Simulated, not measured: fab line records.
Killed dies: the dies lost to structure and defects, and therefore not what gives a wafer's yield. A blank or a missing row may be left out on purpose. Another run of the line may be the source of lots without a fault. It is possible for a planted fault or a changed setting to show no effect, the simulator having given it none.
Struck lot and sound lot, side by side -- flow n5-finfet -- 16 steps out of a route of 1938
Sound: wafers L613.2, L613.3, L613.5. The struck wafers were L620.1, L620.3, L620.5. The cause is named last.
For every step that has rows: the tool of each side, followed by ch and its chambers, followed by its first start. Under that, the readings that differ: sound wafers -- struck wafers -- difference of the means -- sigmas: that difference in standard deviations of wafers without a fault.
alike: same words and numbers on both sides, and readings whose means sit less than 2 such deviations apart. not compared: any withheld reading, any reading some wafer has no value for, any bound like >300 that may hide the same value, and any number with overlapping values for which the record gives no deviation.
Wherever a step has rows on one side only, a row that says differs or no value, or a row with sigmas, the two part there. Numbers that have no deviation but don't overlap get no sigmas and don't part them. A reading missing from all wafers of one side parts the sides only when that side holds two or more wafers.

first, 2 steps without rows for these wafers: N5_BEOL_M5_PEB_09 (peb time 60 s); N5_BEOL_M5_DEVELOP_10 (develop time 30 s).
N5_BEOL_M5_CD_MEAS_11 targets a cd of 27.74 nm.
  sound on cd-sem-01 ch 0, day 8 16:34; struck on cd-sem-01 ch 0, day 10 18:57
  alike: cd-nm
N5_BEOL_M5_OVL_MEAS_12:
  sound on overlay-02 ch 0, day 8 16:36; struck on overlay-01 ch 0, day 10 18:59
  alike: M5_OVL
N5_BEOL_M5_INSPECT_13: inspects for defects (brightfield).
  struck on defect-inspect-02, day 10 19:02; sound on defect-inspect-01, day 8 16:39
  alike: raw-defect-count
then, 1 step without rows for these wafers: N5_BEOL_M5_DESCUM_16 (chemistry O2, time 7 s).
N5_BEOL_M5_ETCH_72: etches underlayer in N2/H2, target depth 6.5 nm, time 5.2 s.
  sound on rie-diel-05 ch 0,2, day 8 17:47; struck on rie-diel-05 ch 0,2, day 10 19:07
  alike: drypump-motor-current-A, etch-rf-on-time-s, n2-flow-sccm, oes-product-au, rf-vpp-V, showerhead-plenum-p-Torr, throttle-valve-pct
  not compared: rf-hours-counter-h
N5_BEOL_M5_ETCH_61: etches SiARC in CF4, target depth 15.6 nm, time 26 s.
  sound on rie-diel-05 ch 0,2, day 8 17:48; struck on rie-diel-05 ch 0,2, day 10 19:08
  alike: drypump-motor-current-A, etch-rf-on-time-s, oes-product-au, rf-vpp-V, showerhead-plenum-p-Torr, throttle-valve-pct
  not compared: rf-hours-counter-h
N5_BEOL_M5_ETCH_62: etches SOC in N2/H2, target depth 75 nm, overetch 15 nm, time 112.5 s.
  sound on rie-diel-05 ch 0,2, day 8 17:50; struck on rie-diel-05 ch 0,2, day 10 19:09
  alike: drypump-motor-current-A, n2-flow-sccm, oes-product-au, rf-vpp-V, showerhead-plenum-p-Torr, throttle-valve-pct
  not compared: rf-hours-counter-h
then, 2 steps without rows for these wafers: N5_BEOL_M5_STRIP_63 (strips in N2/H2); N5_BEOL_M5_STRIP_73 (strips in N2/H2).
N5_BEOL_M5_STRIP_64: strips in CF4.
  sound on rie-diel-05 ch 0,2, day 8 17:58; struck on rie-diel-05 ch 0,2, day 10 19:17
  alike: drypump-motor-current-A, oes-product-au, rf-vpp-V, showerhead-plenum-p-Torr, throttle-valve-pct
  not compared: rf-hours-counter-h
N5_BEOL_M5_HM_OPEN_17: chemistry Cl2/BCl3, target TiN, target depth 20 nm, overetch 6 nm.
  sound on rie-metal-01 ch 0,1, day 8 18:00; struck on rie-metal-01 ch 0,1, day 10 19:19
  no value came back on the struck wafers for any of 6 readings (bcl3-flow-sccm (sccm), bias-w (W) and others); on the sound wafers bcl3-flow-sccm (sccm) reads 21.76 21.72 21.82
reading,sound,struck,difference,sigmas
model.SOC_of_BEOL_M5_COAT_59.thk-nm (nm),52 52 51.8,60 60 59.8,+8,
  not compared: rf-hours-counter-h
N5_BEOL_M5_STRIP_19: strips in O2.
  sound on rie-diel-05 ch 2,3, day 8 18:13; struck on rie-diel-03 ch 1,3, day 10 19:26
  alike: drypump-motor-current-A, oes-product-au, rf-vpp-V, showerhead-plenum-p-Torr, throttle-valve-pct
  not compared: rf-hours-counter-h
N5_BEOL_M5_CD_MEAS_18: pitch 56 nm, target cd 28 nm.
  struck on cd-sem-03, day 10 19:30; sound on cd-sem-03, day 8 18:17
reading,sound,struck,difference,sigmas
cd-nm (nm),27.7 28.3 28.1,- - -,no value on the struck wafers,
then, 1 step without rows for these wafers: N5_BEOL_M5_COAT_65 (time 60 s, resist thk 60 nm).

WHERE THEY PART
Earliest at N5_BEOL_M5_HM_OPEN_17; latest, in this record, at N5_BEOL_M5_CD_MEAS_18.

WHY: whatever the simulator had introduced
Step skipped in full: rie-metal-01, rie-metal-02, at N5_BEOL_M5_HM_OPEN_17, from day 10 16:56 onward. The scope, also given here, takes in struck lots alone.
